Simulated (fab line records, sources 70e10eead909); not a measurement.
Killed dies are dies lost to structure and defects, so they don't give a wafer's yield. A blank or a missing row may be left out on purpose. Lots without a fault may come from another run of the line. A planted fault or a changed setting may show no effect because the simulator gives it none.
Chamber matching | flow nand_harc | NHARC_A_ONON_D2_DEP_33 on pecvd-02: 3 sister chambers
The step deposits SiO2, target thk 200 nm. 6 wafers are shown with their chamber, then 7 later ones without.

WAFERS WITH THEIR CHAMBER
wafer  | chamber | throttle_valve_pct (%) | heater_power_w (W)
L104.5 | 1       | 17.3                   | 631
L110.1 | 0       | 15.9                   | 471
L110.3 | 1       | 17.1                   | 647
L110.4 | 2       | 17.5                   | 506
L119.2 | 0       | 15.9                   | 472
L119.3 | 2       | 17.0                   | 403

WAFERS WITHOUT THEIR CHAMBER
wafer  | throttle_valve_pct (%) | heater_power_w (W)
L119.4 | 16.9                   | 420
L120.1 | 16.9                   | 642
L120.4 | 15.9                   | 388
L120.6 | 16.6                   | 646
L121.4 | 16.7                   | 564
L121.5 | 15.6                   | 485
L121.6 | 17.1                   | 423

WHICH CHAMBER EACH WENT THROUGH
wafer  | from the rows above          | in truth
L119.4 | 2                            | 2
L120.1 | 1                            | 1
L120.4 | 0                            | 0
L120.6 | 1                            | 1
L121.4 | can't be placed: 1 or 2 or 0 | 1
L121.5 | 0                            | 0
L121.6 | 2                            | 2
Placed correctly: 6 of 7. Can't be placed from these rows: 1 (the true chamber is among the candidates in 1). Placed wrongly: 0.
How it was worked out, from the rows above alone: a wafer's distance from a chamber is the root of the sum, over the readings, of the square of ((its reading less the chamber's mean) divided by the reading's scatter). The wafer belongs to the nearest chamber; if the next one is less than 2 further off, it can't be placed. A chamber's mean is the mean of its shown wafers. The scatter: the root of (the sum of the squares of (reading less its chamber's mean) over the shown wafers, divided by (wafers less chambers)).
